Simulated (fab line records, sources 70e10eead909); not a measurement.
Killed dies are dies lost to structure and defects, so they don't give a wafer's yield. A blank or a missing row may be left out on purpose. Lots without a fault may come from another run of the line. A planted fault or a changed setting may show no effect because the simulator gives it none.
A struck lot beside a sound one | flow nand_harc | 13 steps out of a route of 1159
Sound: wafers L679.3, L679.4, L679.6. Struck: wafers L672.1, L672.5, L672.6. The cause comes at the end.
At each step with rows: each side's tool, then ch and its chambers, then its first start. Under that, the readings that differ: sound wafers | struck wafers | difference of the means | sigmas: that difference in standard deviations of wafers without a fault.
alike: readings whose means differ by less than 2 such deviations, and words and numbers that are the same on both sides. not compared: withheld readings, readings that some wafer has no value for, bounds like >300 that may hide the same value, and numbers for which the record gives no deviation and whose values overlap.
The two part at a step that has a row with sigmas, a row that says differs or no value, or rows on one side only. Numbers that don't overlap but have no deviation are shown without sigmas and don't part them. A reading that every wafer of one side lacks parts them only if that side has two wafers or more.

NHARC_A_WL_FILL_CVD_03: deposits W, target thk 40 nm, time 3302 s.
  sound on cvd_w-01 ch 0,1, day 19 15:41; struck on cvd_w-02 ch 0,1, day 17 08:11
  alike: heater_power_w, throttle_valve_pct
NHARC_A_WL_FILL_ETCHBACK_04: etches the open film in NF3, target depth 60 nm, time 120 s.
  sound on rie_metal-02 ch 0,1, day 19 18:08; struck on rie_metal-03 ch 0,1, day 17 11:03
  alike: drypump_motor_current_A, oes_product_au, run_length_s
  not compared: rf_hours_counter_h
NHARC_A_WL_FILL_ETCHBACK_05: etches the open film in Cl2/BCl3, target depth 22 nm, time 60 s.
  sound on rie_metal-02 ch 0,1, day 19 18:20; struck on rie_metal-03 ch 0,1, day 17 11:20
  alike: drypump_motor_current_A, oes_product_au, run_length_s
  not compared: rf_hours_counter_h
NHARC_A_WL_FILL_STRIP_27: strips in N2/H2, time 20 s.
  sound on plasma_asher-02 ch 0,1, day 19 18:29; struck on plasma_asher-02 ch 0,1, day 17 11:32
  alike: drypump_motor_current_A, heater_power_w
  not compared: rf_hours_counter_h
then, 4 steps without rows for these wafers: NHARC_A_WL_FILL_STRIP_28 (strips in post etch residue remover, time 1200 s); NHARC_A_WL_FILL_PRECLEAN_06 (cleans in DIW, time 300 s); NHARC_A_WL_FILL_SRD_07; NHARC_A_WL_FILL_ANNEAL_08 (time 1800 s).
NHARC_A_WL_FILL_ALD_10: deposits SiO2, target thk 50 nm, pulse time 10 s, ald cycles 500.
  sound on ald_hk-04 ch 0,1,3, day 20 00:48; struck on ald_hk-01 ch 2,3, day 17 16:53
  alike: heater_power_w, precursor_pulse_height_rel
then, 2 steps without rows for these wafers: NHARC_A_WL_FILL_ETCHBACK_16 (etches the open film in C4F8/O2/Ar, target depth 88 nm, time 17.6 s); NHARC_A_WL_FILL_STRIP_29 (strips in O2, time 20 s).
NHARC_A_WL_FILL_ETCHBACK_17: etches the open film in Cl2/BCl3, target depth 4 nm, time 26.7 s.
  sound on rie_metal-01 ch 0,1, day 20 04:37; struck on rie_metal-01 ch 0,1, day 17 21:41
  reading          | sound          | struck         | difference | sigmas
  run_length_s (s) | 47.6 48.0 48.1 | 41.0 41.1 40.3 | -7.1       | -17
  alike: drypump_motor_current_A, oes_product_au
  not compared: rf_hours_counter_h
then, 1 step without rows for these wafers: NHARC_A_WL_FILL_PRECLEAN_18 (cleans in dHF, time 30 s).

WHERE THEY PART
Only at NHARC_A_WL_FILL_ETCHBACK_17, within this record.

WHY: what the simulator had put in
Process parameter drift: rie_metal-01, from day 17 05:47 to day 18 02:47, at NHARC_A_WL_FILL_ETCHBACK_17. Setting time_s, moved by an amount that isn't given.
